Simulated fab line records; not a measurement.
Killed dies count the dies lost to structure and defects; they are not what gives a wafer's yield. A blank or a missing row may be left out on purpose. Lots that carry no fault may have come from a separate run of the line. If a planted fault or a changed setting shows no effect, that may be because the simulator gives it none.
Which tool is to blame? / flow n5-finfet / 72 wafers from 24 lots sampled at 5 of the route's 1938 steps

## WHAT THE GAUGES SHOWED, per wafer
N5_BEOL_M11_INSPECT_13: inspects for defects (brightfield).
lot=L075; measured=day 10 22:28; on=defect-inspect-02; raw-defect-count=540 424 561
lot=L074; measured=day 10 22:56; on=defect-inspect-01; raw-defect-count=397 472 411
lot=L076; measured=day 11 02:44; on=defect-inspect-01; raw-defect-count=351 297 363
lot=L077; measured=day 11 07:31; on=defect-inspect-02; raw-defect-count=563 515 525
lot=L078; measured=day 11 07:41; on=defect-inspect-01; raw-defect-count=360 427 499
lot=L079; measured=day 11 12:18; on=defect-inspect-01; raw-defect-count=533 479 549
lot=L080; measured=day 12 04:52; on=defect-inspect-01; raw-defect-count=603 476 449
lot=L081; measured=day 12 11:02; on=defect-inspect-02; raw-defect-count=544 501 507
lot=L082; measured=day 12 19:31; on=defect-inspect-01; raw-defect-count=509 538 396
lot=L083; measured=day 12 22:59; on=defect-inspect-01; raw-defect-count=371 457 451
lot=L084; measured=day 13 10:58; on=defect-inspect-01; raw-defect-count=455 363 513
lot=L085; measured=day 13 11:08; on=defect-inspect-01; raw-defect-count=398 453 430
lot=L087; measured=day 13 20:53; on=defect-inspect-01; raw-defect-count=584 475 413
lot=L088; measured=day 13 21:07; on=defect-inspect-02; raw-defect-count=382 351 377
lot=L089; measured=day 14 04:30; on=defect-inspect-02; raw-defect-count=576 591 569
lot=L086; measured=day 14 04:40; on=defect-inspect-02; raw-defect-count=482 422 407
lot=L090; measured=day 14 07:16; on=defect-inspect-01; raw-defect-count=472 540 355
lot=L092; measured=day 14 20:54; on=defect-inspect-02; raw-defect-count=538 718 612
lot=L091; measured=day 15 00:20; on=defect-inspect-02; raw-defect-count=388 565 519
lot=L095; measured=day 15 10:52; on=defect-inspect-01; raw-defect-count=506 497 511
lot=L093; measured=day 15 11:03; on=defect-inspect-01; raw-defect-count=497 485 399
lot=L094; measured=day 15 18:17; on=defect-inspect-01; raw-defect-count=337 333 362
lot=L096; measured=day 15 18:37; on=defect-inspect-02; raw-defect-count=458 514 448
lot=L097; measured=day 16 01:41; on=defect-inspect-02; raw-defect-count=611 576 365

N5_BEOL_M11_CD_MEAS_28: target cd 70 nm.
lot=L075; measured=day 11 01:32; on=cd-sem-03; cd-nm (nm)=69.8 68.2 70.2
lot=L074; measured=day 11 01:14; on=cd-sem-03; cd-nm (nm)=69.9 70.0 69.9
lot=L076; measured=day 11 03:59; on=cd-sem-01; cd-nm (nm)=71.4 70.4 69.5
lot=L077; measured=day 11 10:58; on=cd-sem-03; cd-nm (nm)=68.9 70.8 70.1
lot=L078; measured=day 11 10:48; on=cd-sem-01; cd-nm (nm)=70.7 70.3 70.2
lot=L079; measured=day 11 14:16; on=cd-sem-02; cd-nm (nm)=69.7 70.4 69.6
lot=L080; measured=day 12 07:17; on=cd-sem-01; cd-nm (nm)=68.7 70.2 70.1
lot=L081; measured=day 12 14:17; on=cd-sem-03; cd-nm (nm)=68.9 68.9 70.1
lot=L082; measured=day 12 23:44; on=cd-sem-03; cd-nm (nm)=68.1 69.2 69.7
lot=L083; measured=day 13 00:46; on=cd-sem-03; cd-nm (nm)=69.1 70.7 69.7
lot=L084; measured=day 13 13:27; on=cd-sem-01; cd-nm (nm)=69.8 70.2 70.8
lot=L085; measured=day 13 13:37; on=cd-sem-01; cd-nm (nm)=70.3 71.2 70.7
lot=L087; measured=day 13 22:00; on=cd-sem-03; cd-nm (nm)=70.7 69.9 69.4
lot=L088; measured=day 13 22:11; on=cd-sem-01; cd-nm (nm)=71.5 71.1 70.9
lot=L089; measured=day 14 05:50; on=cd-sem-01; cd-nm (nm)=70.3 71.3 70.4
lot=L086; measured=day 14 06:01; on=cd-sem-03; cd-nm (nm)=69.2 70.5 69.4
lot=L090; measured=day 14 08:08; on=cd-sem-02; cd-nm (nm)=69.5 69.9 69.5
lot=L092; measured=day 14 23:04; on=cd-sem-02; cd-nm (nm)=70.4 70.7 71.7
lot=L091; measured=day 15 01:31; on=cd-sem-03; cd-nm (nm)=70.0 70.7 69.9
lot=L095; measured=day 15 12:43; on=cd-sem-02; cd-nm (nm)=70.1 69.4 69.5
lot=L093; measured=day 15 12:55; on=cd-sem-01; cd-nm (nm)=70.5 70.5 71.1
lot=L094; measured=day 15 19:43; on=cd-sem-02; cd-nm (nm)=70.0 69.7 69.4
lot=L096; measured=day 15 20:05; on=cd-sem-01; cd-nm (nm)=70.4 69.6 69.8
lot=L097; measured=day 16 05:16; on=cd-sem-02; cd-nm (nm)=69.2 70.0 68.0

N5_BEOL_M11_OCD_MEAS_38.
lot=L075; measured=day 11 02:24; on=ocd-02; trench-depth-nm (nm)=149.6 148.6 148.6
lot=L074; measured=day 11 01:49; on=ocd-01; trench-depth-nm (nm)=152.6 149.8 151.1
lot=L076; measured=day 11 04:34; on=ocd-01; trench-depth-nm (nm)=146.3 146.9 147.0
lot=L077; measured=day 11 11:32; on=ocd-01; trench-depth-nm (nm)=148.1 144.0 146.1
lot=L078; measured=day 11 11:23; on=ocd-02; trench-depth-nm (nm)=152.6 148.6 150.1
lot=L079; measured=day 11 15:13; on=ocd-02; trench-depth-nm (nm)=147.0 144.3 149.6
lot=L080; measured=day 12 09:03; on=ocd-02; trench-depth-nm (nm)=148.6 146.7 148.8
lot=L081; measured=day 12 16:43; on=ocd-01; trench-depth-nm (nm)=145.5 151.4 146.2
lot=L082; measured=day 13 00:39; on=ocd-02; trench-depth-nm (nm)=145.7 143.7 146.1
lot=L083; measured=day 13 01:47; on=ocd-02; trench-depth-nm (nm)=152.3 149.6 146.2
lot=L084; measured=day 13 14:02; on=ocd-01; trench-depth-nm (nm)=150.9 147.9 147.2
lot=L085; measured=day 13 14:30; on=ocd-01; trench-depth-nm (nm)=147.2 146.5 153.5
lot=L087; measured=day 13 22:35; on=ocd-02; trench-depth-nm (nm)=148.6 148.8 146.4
lot=L088; measured=day 13 22:53; on=ocd-01; trench-depth-nm (nm)=150.8 147.9 150.9
lot=L089; measured=day 14 06:25; on=ocd-02; trench-depth-nm (nm)=151.8 147.7 152.9
lot=L086; measured=day 14 06:53; on=ocd-01; trench-depth-nm (nm)=152.3 148.1 148.4
lot=L090; measured=day 14 08:44; on=ocd-01; trench-depth-nm (nm)=152.0 146.5 152.3
lot=L092; measured=day 14 23:39; on=ocd-01; trench-depth-nm (nm)=148.5 152.3 147.4
lot=L091; measured=day 15 02:11; on=ocd-01; trench-depth-nm (nm)=148.4 150.8 153.0
lot=L095; measured=day 15 13:17; on=ocd-02; trench-depth-nm (nm)=149.4 153.3 153.6
lot=L093; measured=day 15 13:30; on=ocd-02; trench-depth-nm (nm)=152.3 147.0 151.3
lot=L094; measured=day 15 20:17; on=ocd-02; trench-depth-nm (nm)=149.9 151.9 149.3
lot=L096; measured=day 15 20:56; on=ocd-01; trench-depth-nm (nm)=145.8 147.2 152.6
lot=L097; measured=day 16 05:51; on=ocd-01; trench-depth-nm (nm)=148.5 148.3 152.3

N5_BEOL_M12_THK_MEAS_01.
lot=L075; measured=day 11 06:22; on=film-metro-02; M12_ILD_THK (nm)=652 657 666
lot=L074; measured=day 11 04:41; on=film-metro-01; M12_ILD_THK (nm)=647 660 663
lot=L076; measured=day 11 08:52; on=film-metro-01; M12_ILD_THK (nm)=660 668 669
lot=L077; measured=day 11 14:44; on=film-metro-02; M12_ILD_THK (nm)=662 653 659
lot=L078; measured=day 11 14:25; on=film-metro-01; M12_ILD_THK (nm)=661 664 658
lot=L079; measured=day 11 19:14; on=film-metro-01; M12_ILD_THK (nm)=655 664 662
lot=L080; measured=day 12 12:22; on=film-metro-02; M12_ILD_THK (nm)=653 665 664
lot=L081; measured=day 12 20:15; on=film-metro-01; M12_ILD_THK (nm)=656 658 673
lot=L082; measured=day 13 03:46; on=film-metro-02; M12_ILD_THK (nm)=645 642 655
lot=L083; measured=day 13 06:24; on=film-metro-01; M12_ILD_THK (nm)=648 645 667
lot=L084; measured=day 13 16:45; on=film-metro-02; M12_ILD_THK (nm)=644 664 655
lot=L085; measured=day 13 18:10; on=film-metro-02; M12_ILD_THK (nm)=657 661 673
lot=L087; measured=day 14 02:53; on=film-metro-02; M12_ILD_THK (nm)=653 660 673
lot=L088; measured=day 14 02:19; on=film-metro-02; M12_ILD_THK (nm)=663 656 663
lot=L089; measured=day 14 10:24; on=film-metro-02; M12_ILD_THK (nm)=651 656 657
lot=L086; measured=day 14 10:37; on=film-metro-02; M12_ILD_THK (nm)=662 670 672
lot=L090; measured=day 14 12:07; on=film-metro-02; M12_ILD_THK (nm)=653 662 677
lot=L092; measured=day 15 02:10; on=film-metro-02; M12_ILD_THK (nm)=659 658 667
lot=L091; measured=day 15 06:37; on=film-metro-01; M12_ILD_THK (nm)=643 652 646
lot=L095; measured=day 15 16:25; on=film-metro-02; M12_ILD_THK (nm)=654 659 664
lot=L093; measured=day 15 17:07; on=film-metro-02; M12_ILD_THK (nm)=669 663 677
lot=L094; measured=day 15 23:07; on=film-metro-01; M12_ILD_THK (nm)=667 657 666
lot=L096; measured=day 16 00:05; on=film-metro-02; M12_ILD_THK (nm)=662 669 675
lot=L097; measured=day 16 09:22; on=film-metro-01; M12_ILD_THK (nm)=665 659 664

## WHAT TOOL EACH LOT RAN ON (gives the tool, then ch and the chambers of the sampled wafers, and finally the start)
lot=L075; N5_BEOL_M11_CURE_72=uv-cure-02 ch 1, day 11 02:41
lot=L074; N5_BEOL_M11_CURE_72=uv-cure-03 ch 2, day 11 02:06
lot=L076; N5_BEOL_M11_CURE_72=uv-cure-02 ch 1, day 11 04:49
lot=L077; N5_BEOL_M11_CURE_72=uv-cure-01 ch 2, day 11 11:44
lot=L078; N5_BEOL_M11_CURE_72=uv-cure-02 ch 2, day 11 11:43
lot=L079; N5_BEOL_M11_CURE_72=uv-cure-03 ch 1, day 11 15:27
lot=L080; N5_BEOL_M11_CURE_72=uv-cure-03 ch 2, day 12 09:18
lot=L081; N5_BEOL_M11_CURE_72=uv-cure-02 ch 2, day 12 16:54
lot=L082; N5_BEOL_M11_CURE_72=uv-cure-01 ch 1, day 13 01:07
lot=L083; N5_BEOL_M11_CURE_72=uv-cure-02 ch 1, day 13 01:58
lot=L084; N5_BEOL_M11_CURE_72=uv-cure-03 ch 2, day 13 14:17
lot=L085; N5_BEOL_M11_CURE_72=uv-cure-01 ch 2, day 13 14:48
lot=L087; N5_BEOL_M11_CURE_72=uv-cure-02 ch 1, day 13 23:04
lot=L088; N5_BEOL_M11_CURE_72=uv-cure-01 ch 1, day 13 23:14
lot=L089; N5_BEOL_M11_CURE_72=uv-cure-01 ch 1, day 14 06:43
lot=L086; N5_BEOL_M11_CURE_72=uv-cure-03 ch 0, day 14 07:16
lot=L090; N5_BEOL_M11_CURE_72=uv-cure-01 ch 0, day 14 08:56
lot=L092; N5_BEOL_M11_CURE_72=uv-cure-01 ch 0, day 14 23:54
lot=L091; N5_BEOL_M11_CURE_72=uv-cure-03 ch 1, day 15 02:23
lot=L095; N5_BEOL_M11_CURE_72=uv-cure-01 ch 1, day 15 13:32
lot=L093; N5_BEOL_M11_CURE_72=uv-cure-02 ch 0, day 15 13:43
lot=L094; N5_BEOL_M11_CURE_72=uv-cure-03 ch 1, day 15 20:29
lot=L096; N5_BEOL_M11_CURE_72=uv-cure-01 ch 0, day 15 21:11
lot=L097; N5_BEOL_M11_CURE_72=uv-cure-02 ch 2, day 16 06:12
- N5_BEOL_M11_CURE_72: cures SiCOH lowk, time 120 s.

## AS READ BY THE TOOLS THEMSELVES (means over the sampled wafers that have a number; for cases with no such wafer, the mark the record gives instead)
N5_BEOL_M11_CURE_72.
lot=L075; tool=uv-cure-02; lamp-power-pct (%)=52.31; wafer_temp_C_max=370.8
lot=L074; tool=uv-cure-03; lamp-power-pct (%)=52.30; wafer_temp_C_max=371.5
lot=L076; tool=uv-cure-02; lamp-power-pct (%)=52.28; wafer_temp_C_max=371.3
lot=L077; tool=uv-cure-01; lamp-power-pct (%)=52.29; wafer_temp_C_max=372.9
lot=L078; tool=uv-cure-02; lamp-power-pct (%)=52.32; wafer_temp_C_max=372.0
lot=L079; tool=uv-cure-03; lamp-power-pct (%)=52.28; wafer_temp_C_max=371.2
lot=L080; tool=uv-cure-03; lamp-power-pct (%)=52.34; wafer_temp_C_max=371.2
lot=L081; tool=uv-cure-02; lamp-power-pct (%)=52.31; wafer_temp_C_max=372.1
lot=L082; tool=uv-cure-01; lamp-power-pct (%)=52.35; wafer_temp_C_max=371.7
lot=L083; tool=uv-cure-02; lamp-power-pct (%)=52.32; wafer_temp_C_max=370.9
lot=L084; tool=uv-cure-03; lamp-power-pct (%)=52.30; wafer_temp_C_max=371.3
lot=L085; tool=uv-cure-01; lamp-power-pct (%)=52.33; wafer_temp_C_max=373.2
lot=L087; tool=uv-cure-02; lamp-power-pct (%)=52.35; wafer_temp_C_max=370.8
lot=L088; tool=uv-cure-01; lamp-power-pct (%)=52.30; wafer_temp_C_max=371.6
lot=L089; tool=uv-cure-01; lamp-power-pct (%)=52.33; wafer_temp_C_max=371.8
lot=L086; tool=uv-cure-03; lamp-power-pct (%)=52.30; wafer_temp_C_max=371.9
lot=L090; tool=uv-cure-01; lamp-power-pct (%)=52.34; wafer_temp_C_max=371.4
lot=L092; tool=uv-cure-01; lamp-power-pct (%)=52.33; wafer_temp_C_max=371.2
lot=L091; tool=uv-cure-03; lamp-power-pct (%)=52.30; wafer_temp_C_max=371.4
lot=L095; tool=uv-cure-01; lamp-power-pct (%)=52.33; wafer_temp_C_max=372.0
lot=L093; tool=uv-cure-02; lamp-power-pct (%)=52.35; wafer_temp_C_max=372.8
lot=L094; tool=uv-cure-03; lamp-power-pct (%)=52.37; wafer_temp_C_max=371.2
lot=L096; tool=uv-cure-01; lamp-power-pct (%)=52.26; wafer_temp_C_max=371.2
lot=L097; tool=uv-cure-02; lamp-power-pct (%)=52.35; wafer_temp_C_max=371.6

## THE ANSWER, worked out from the rows above alone
Rule: what is usual is taken from the lots themselves. Put in order of their means at a reading, lots are off if they are a third of the lots or fewer, leave a main group of 4 or more, and stand apart from it by a gap of 3 or more times the standard deviation of the main group's means; of several such gaps the widest counts. If all means in a main group match to the digits the tables above print for the reading, that group is not used. A lot without any number at a reading at which 4 lots or more have one is off too. Any other lot the step has rows for is counted as sound. First the gauges in route order, then the tools' own readings, where a lot's mean is used as printed above. At the first step where some lot is off, the reading lying furthest off is the one used; lots without a number count as furthest.
Nothing can be told from this: no lot is off at any reading shown.

## WHAT THE SIMULATOR PUT IN
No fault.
